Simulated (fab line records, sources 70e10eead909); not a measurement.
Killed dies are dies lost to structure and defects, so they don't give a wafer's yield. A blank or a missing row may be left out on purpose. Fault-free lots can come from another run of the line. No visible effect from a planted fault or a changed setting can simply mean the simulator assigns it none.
Chamber matching :: flow nand harc :: cmp-04 running NHARC_P_M2_CMP_23: 4 sister chambers
The step polishes, t overpolish 20 s, target thk 144.3 nm. 8 wafers are shown with their chamber, then 11 later ones without.

== WAFERS PAIRED WITH THEIR CHAMBERS ==
wafer: L082.3
chamber: 2
motor current A (A): 13.7
time to endpoint s (s): 27

wafer: L082.5
chamber: 2
motor current A (A): 14.8
time to endpoint s (s): 29

wafer: L084.1
chamber: 1
motor current A (A): 11.9
time to endpoint s (s): 34

wafer: L084.5
chamber: 3
motor current A (A): 11.1
time to endpoint s (s): 25

wafer: L086.1
chamber: 1
motor current A (A): 12.5
time to endpoint s (s): 31

wafer: L086.3
chamber: 3
motor current A (A): 11.1
time to endpoint s (s): 22

wafer: L086.4
chamber: 0
motor current A (A): 12.4
time to endpoint s (s): 31

wafer: L089.2
chamber: 0
motor current A (A): 12.3
time to endpoint s (s): 32

== WAFERS WITH NO CHAMBER GIVEN ==
wafer: L089.4
motor current A (A): 13.0
time to endpoint s (s): 33

wafer: L089.5
motor current A (A): 12.3
time to endpoint s (s): 31

wafer: L088.2
motor current A (A): 14.4
time to endpoint s (s): 27

wafer: L088.5
motor current A (A): 13.8
time to endpoint s (s): 27

wafer: L088.6
motor current A (A): 11.1
time to endpoint s (s): 23

wafer: L093.1
motor current A (A): 12.1
time to endpoint s (s): 29

wafer: L093.2
motor current A (A): 14.5
time to endpoint s (s): 25

wafer: L093.5
motor current A (A): 11.1
time to endpoint s (s): 22

wafer: L097.1
motor current A (A): 12.1
time to endpoint s (s): 29

wafer: L097.3
motor current A (A): 11.1
time to endpoint s (s): 22

wafer: L097.5
motor current A (A): 14.3
time to endpoint s (s): 24

== EACH ONE'S CHAMBER ==
wafer: L089.4
from the rows above: can't be placed: 0 or 1
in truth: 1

wafer: L089.5
from the rows above: can't be placed: 0 or 1
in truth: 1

wafer: L088.2
from the rows above: 2
in truth: 2

wafer: L088.5
from the rows above: 2
in truth: 2

wafer: L088.6
from the rows above: 3
in truth: 3

wafer: L093.1
from the rows above: can't be placed: 0 or 1
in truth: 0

wafer: L093.2
from the rows above: 2
in truth: 2

wafer: L093.5
from the rows above: 3
in truth: 3

wafer: L097.1
from the rows above: can't be placed: 0 or 1
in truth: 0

wafer: L097.3
from the rows above: 3
in truth: 3

wafer: L097.5
from the rows above: 2
in truth: 2
7 of 11 placed correctly. Unplaceable from these rows: 4, with the true chamber sitting among the candidates in 4. Placed wrongly: 0.
How it was worked out, from the rows above alone: a wafer's distance from a chamber is the root of the sum, over the readings, of the square of ((its reading less the chamber's mean) divided by the reading's scatter). If the next closest chamber is less than 2 further off than the closest, the wafer can't be placed; otherwise it belongs to the closest. Each chamber's mean is taken over the wafers shown for it. The scatter is the square root of a quotient: the sum, over the shown wafers, of each reading's squared deviation from its chamber's mean, divided by wafers minus chambers.
